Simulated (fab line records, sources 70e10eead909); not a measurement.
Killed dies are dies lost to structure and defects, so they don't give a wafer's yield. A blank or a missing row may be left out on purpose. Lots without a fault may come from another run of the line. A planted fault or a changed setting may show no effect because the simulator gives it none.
Which tool did it? | flow nand_harc | 11 lots, 32 wafers sampled, at 5 steps of a route of 1302

WHAT THE GAUGES READ, wafer by wafer
The record holds no reading of a measuring or inspecting step that can be judged against a usual standard deviation.

WHICH TOOL RAN EACH LOT (tool, then ch and the chambers of the sampled wafers, then the start)
lot  | NHARC_A_CONTACT_ETCH_92            | NHARC_A_CONTACT_ETCH_98                       | NHARC_A_CONTACT_STRIP_26                      | NHARC_A_CONTACT_CVD_19        | NHARC_A_CONTACT_CMP_20
L661 | rie_diel-12 ch 0,2,3, day 22 09:47 | rie_diel-12 ch 0,1,3, day 22 11:09 or earlier | rie_diel-12 ch 0,1,2, day 22 11:09 or earlier | cvd_w-02 ch 0,1, day 22 11:09 | cmp-04 ch 0,1,3, day 22 12:02
L664 | rie_diel-12 ch 0,3, day 23 13:25   | rie_diel-12 ch 1,2,3, day 23 14:53 or earlier | rie_diel-08 ch 0,1,2, day 23 14:53 or earlier | cvd_w-01 ch 0,1, day 23 14:53 | cmp-04 ch 0,2,3, day 23 15:42
L666 | rie_diel-03 ch 2,3, day 24 03:20   | rie_diel-03 ch 0,2,3, day 24 03:28            | rie_diel-12 ch 2,3, day 24 05:05 or earlier   | cvd_w-02 ch 0,1, day 24 05:05 | cmp-01 ch 0,1, day 24 05:36
L668 | rie_diel-12 ch 2,3, day 26 00:30   | rie_diel-12 ch 0,3, day 26 02:26 or earlier   | rie_diel-12 ch 0,3, day 26 02:26 or earlier   | cvd_w-02 ch 0,1, day 26 02:26 | cmp-03 ch 1,3, day 26 03:16
L673 | rie_diel-12 ch 0,3, day 27 07:52   | rie_diel-12 ch 0,1,3, day 27 08:02            | rie_diel-12 ch 0,1,3, day 27 09:38 or earlier | cvd_w-01 ch 0,1, day 27 09:38 | cmp-01 ch 1,2, day 27 10:23
L676 | rie_diel-12 ch 2,3, day 29 13:41   | rie_diel-12 ch 1,3, day 29 13:51              | rie_diel-03 ch 1,2, day 29 15:19 or earlier   | cvd_w-01 ch 0,1, day 29 15:19 | cmp-03 ch 0,3, day 29 16:13
L677 | rie_diel-08 ch 0,2, day 29 19:19   | rie_diel-08 ch 0,1,2, day 29 20:43 or earlier | rie_diel-08 ch 2,3, day 29 20:43 or earlier   | cvd_w-02 ch 0, day 29 20:43   | cmp-04 ch 0,1,3, day 29 21:37
L679 | rie_diel-12 ch 0,1,3, day 30 01:15 | rie_diel-12 ch 0,1,3, day 30 02:36 or earlier | rie_diel-08 ch 0,1,2, day 30 02:36 or earlier | cvd_w-02 ch 0,1, day 30 02:36 | cmp-01 ch 0,1,2, day 30 03:30
L680 | rie_diel-08 ch 0,1,3, day 30 09:52 | rie_diel-08 ch 1,2, day 30 11:25 or earlier   | rie_diel-12 ch 0,1, day 30 11:25 or earlier   | cvd_w-02 ch 0,1, day 30 11:25 | cmp-03 ch 1,2,3, day 30 12:14
L682 | rie_diel-12 ch 1,2, day 31 14:43   | rie_diel-12 ch 0,2,3, day 31 16:22 or earlier | rie_diel-12 ch 1,2,3, day 31 16:22 or earlier | cvd_w-02 ch 0,1, day 31 16:22 | cmp-01 ch 0,1,3, day 31 17:05
L683 | rie_diel-12 ch 1,2, day 31 20:23   | rie_diel-12 ch 0,1, day 31 22:01 or earlier   | rie_diel-12 ch 2,3, day 31 22:01 or earlier   | cvd_w-02 ch 0,1, day 31 22:01 | cmp-04 ch 0,1,2, day 31 22:44
- NHARC_A_CONTACT_ETCH_92: etches the open film in CH3F/O2, target depth 40 nm, time 85.7 s.
- NHARC_A_CONTACT_ETCH_98: etches the open film in C4F6/O2, target depth 20 nm, time 10 s.
- NHARC_A_CONTACT_STRIP_26: strips in O2.
- NHARC_A_CONTACT_CVD_19: deposits W, target thk 300 nm, time 802 s.
- NHARC_A_CONTACT_CMP_20: polishes, t overpolish 30 s, target thk 300 nm.

WHAT THE TOOLS THEMSELVES READ (means of the sampled wafers that have a number; where no wafer has one, the mark that the record gives instead)
NHARC_A_CONTACT_ETCH_92. Usual: drypump_motor_current_A 5.6 A, standard deviation 0.31; oes_product_au 0.95 a.u., standard deviation 0.033; rf_vpp_V 245.3 V, standard deviation 1.5; showerhead_plenum_p_Torr 2.53 Torr, standard deviation 0.092; throttle_valve_pct 20.663 %, standard deviation 0.009.
lot  | tool        | drypump_motor_current_A (A) | oes_product_au (a.u.) | rf_vpp_V (V) | showerhead_plenum_p_Torr (Torr) | throttle_valve_pct (%) | flag
L661 | rie_diel-12 | 5.6                         | 0.92                  | 246.4        | 2.61                            | 20.658                 |
L664 | rie_diel-12 | 5.5                         | 0.92                  | 246.8        | 2.62                            | 20.655                 |
L666 | rie_diel-03 | 5.4                         | 0.94                  | 245.6        | 2.54                            | 20.659                 |
L668 | rie_diel-12 | 5.6                         | 0.93                  | 244.4        | 2.58                            | 20.668                 |
L673 | rie_diel-12 | 5.5                         | 1.01                  | 246.1        | 2.60                            | 20.664                 |
L676 | rie_diel-12 | 5.5                         | 0.92                  | 245.6        | 2.57                            | 20.668                 |
L677 | rie_diel-08 | 5.7                         | 0.93                  | 243.3        | 2.36                            | 20.656                 |
L679 | rie_diel-12 | 5.7                         | 0.93                  | 246.3        | 2.56                            | 20.665                 |
L680 | rie_diel-08 | 5.4                         | 0.92                  | 244.4        | 2.50                            | 20.660                 |
L682 | rie_diel-12 | 5.9                         | 0.92                  | 244.5        | 2.51                            | 20.662                 |
L683 | rie_diel-12 | 5.9                         | 0.93                  | 245.4        | 2.54                            | 20.672                 |

NHARC_A_CONTACT_ETCH_98. Usual: drypump_motor_current_A 5.6 A, standard deviation 0.31; oes_product_au 0.965 a.u., standard deviation 0.026; rf_vpp_V 549.2 V, standard deviation 2.7; showerhead_plenum_p_Torr 4.04 Torr, standard deviation 0.14; throttle_valve_pct 26.903 %, standard deviation 0.0087.
lot  | tool        | drypump_motor_current_A (A) | oes_product_au (a.u.) | rf_vpp_V (V) | showerhead_plenum_p_Torr (Torr) | throttle_valve_pct (%) | flag
L661 | rie_diel-12 | 5.7                         | 0.947                 | 550.0        | 4.10                            | 26.899                 |
L664 | rie_diel-12 | 5.8                         | 0.946                 | 549.7        | 4.06                            | 26.904                 |
L666 | rie_diel-03 | 5.3                         | 0.970                 | 546.0        | 3.93                            | 26.895                 |
L668 | rie_diel-12 | 5.5                         | 0.944                 | 550.7        | 4.15                            | 26.904                 |
L673 | rie_diel-12 | 5.7                         | 1.011                 | 550.2        | 4.08                            | 26.906                 |
L676 | rie_diel-12 | 5.6                         | 0.966                 | 550.0        | 4.04                            | 26.907                 |
L677 | rie_diel-08 | 5.6                         | 0.945                 | 546.8        | 3.91                            | 26.906                 |
L679 | rie_diel-12 | 5.7                         | 0.948                 | 549.7        | 4.08                            | 26.900                 |
L680 | rie_diel-08 | 5.6                         | 0.942                 | 547.8        | 3.96                            | 26.905                 |
L682 | rie_diel-12 | 5.6                         | 0.953                 | 550.6        | 4.13                            | 26.909                 |
L683 | rie_diel-12 | 5.9                         | 0.947                 | 548.5        | 4.03                            | 26.907                 |

NHARC_A_CONTACT_STRIP_26. Usual: drypump_motor_current_A 5.6 A, standard deviation 0.38; oes_product_au 1.006 a.u., standard deviation 0.011; rf_vpp_V 57.8 V, standard deviation 0.86; showerhead_plenum_p_Torr 3.57 Torr, standard deviation 0.15; throttle_valve_pct 17.035 %, standard deviation 0.0088.
lot  | tool        | drypump_motor_current_A (A) | oes_product_au (a.u.) | rf_vpp_V (V) | showerhead_plenum_p_Torr (Torr) | throttle_valve_pct (%) | flag
L661 | rie_diel-12 | 5.8                         | 0.996                 | 57.7         | 3.70                            | 17.033                 |
L664 | rie_diel-08 | 5.6                         | 0.992                 | 57.7         | 3.54                            | 17.043                 |
L666 | rie_diel-12 | 5.5                         | 0.999                 | 58.5         | 3.69                            | 17.037                 |
L668 | rie_diel-12 | 5.5                         | 0.998                 | 59.5         | 3.74                            | 17.029                 |
L673 | rie_diel-12 | 5.7                         | 1.003                 | 58.0         | 3.68                            | 17.031                 |
L676 | rie_diel-03 | 5.7                         | 1.005                 | 58.1         | 3.42                            | 17.035                 |
L677 | rie_diel-08 | 5.5                         | 0.996                 | 57.0         | 3.39                            | 17.035                 |
L679 | rie_diel-08 | 5.6                         | 0.994                 | 57.7         | 3.51                            | 17.032                 |
L680 | rie_diel-12 | 5.9                         | 1.007                 | 58.2         | 3.63                            | 17.038                 |
L682 | rie_diel-12 | 5.7                         | 1.013                 | 57.9         | 3.64                            | 17.034                 |
L683 | rie_diel-12 | 5.5                         | 1.009                 | 58.8         | 3.67                            | 17.035                 |

NHARC_A_CONTACT_CVD_19. Usual: heater_power_w 480 W, standard deviation 28; throttle_valve_pct 8.0 %, standard deviation 0.31.
lot  | tool     | heater_power_w (W) | throttle_valve_pct (%) | flag
L661 | cvd_w-02 | 463                | 8.3                    |
L664 | cvd_w-01 | 511                | 7.6                    |
L666 | cvd_w-02 | 473                | 8.4                    |
L668 | cvd_w-02 | 457                | 8.2                    |
L673 | cvd_w-01 | 520                | 8.0                    |
L676 | cvd_w-01 | 503                | 8.1                    |
L677 | cvd_w-02 | 446                | 8.3                    |
L679 | cvd_w-02 | 455                | 8.3                    |
L680 | cvd_w-02 | 452                | 8.3                    |
L682 | cvd_w-02 | 462                | 8.1                    |
L683 | cvd_w-02 | 455                | 8.2                    |

NHARC_A_CONTACT_CMP_20. Usual: motor_current_A 11.6 A, standard deviation 0.79; overpolish_run_s 30.001 s, standard deviation 0.0094; slurry_flow_ml_min 150.0, standard deviation 0.47; time_to_endpoint_s 60 s, standard deviation 3.8.
lot  | tool   | motor_current_A (A) | overpolish_run_s (s) | slurry_flow_ml_min | time_to_endpoint_s (s) | flag
L661 | cmp-04 | 10.8                | 30.000               | 150.0              | 54                     |
L664 | cmp-04 | 11.3                | 29.988               | 149.7              | 56                     |
L666 | cmp-01 | 12.2                | 30.008               | 150.2              | 74                     | OFF
L668 | cmp-03 | 11.3                | 30.011               | 149.8              | 74                     | OFF
L673 | cmp-01 | 11.7                | 30.006               | 150.3              | 66                     |
L676 | cmp-03 | 12.1                | 29.992               | 150.0              | 62                     |
L677 | cmp-04 | 11.2                | 29.999               | 150.2              | 61                     |
L679 | cmp-01 | 12.3                | 29.997               | 150.2              | 60                     |
L680 | cmp-03 | 11.7                | 29.995               | 149.4              | 63                     |
L682 | cmp-01 | 11.9                | 29.990               | 150.0              | 56                     |
L683 | cmp-04 | 12.1                | 29.997               | 149.7              | 62                     |

THE ANSWER, worked out from the rows above alone
Rule: a lot is off if the mean of its wafers that have a number lies more than 3 standard deviations from the usual mean. A lot without any number at a reading at which 4 lots or more have one is off too. The other lots that the step has rows for count as sound. The gauges are gone through in route order, then the tools' own readings, and for those a lot's mean is taken as printed above. The first step at which some lot is off is used, and at that step the reading that is off furthest; a lot without a number counts as furthest.
Off: L666, L668, at NHARC_A_CONTACT_CMP_20 (time_to_endpoint_s).
A tool fits if, at that step or a process step before it, it ran every lot that is off, and no sound lot after the first of them. NHARC_A_CONTACT_ETCH_98 gives no start for some lots, so the hours and the order of its lots are those of NHARC_A_CONTACT_CVD_19. NHARC_A_CONTACT_STRIP_26 gives no start for some lots, so the hours and the order of its lots are those of NHARC_A_CONTACT_CVD_19. None of those tried fits.

WHAT THE SIMULATOR HAD PUT IN
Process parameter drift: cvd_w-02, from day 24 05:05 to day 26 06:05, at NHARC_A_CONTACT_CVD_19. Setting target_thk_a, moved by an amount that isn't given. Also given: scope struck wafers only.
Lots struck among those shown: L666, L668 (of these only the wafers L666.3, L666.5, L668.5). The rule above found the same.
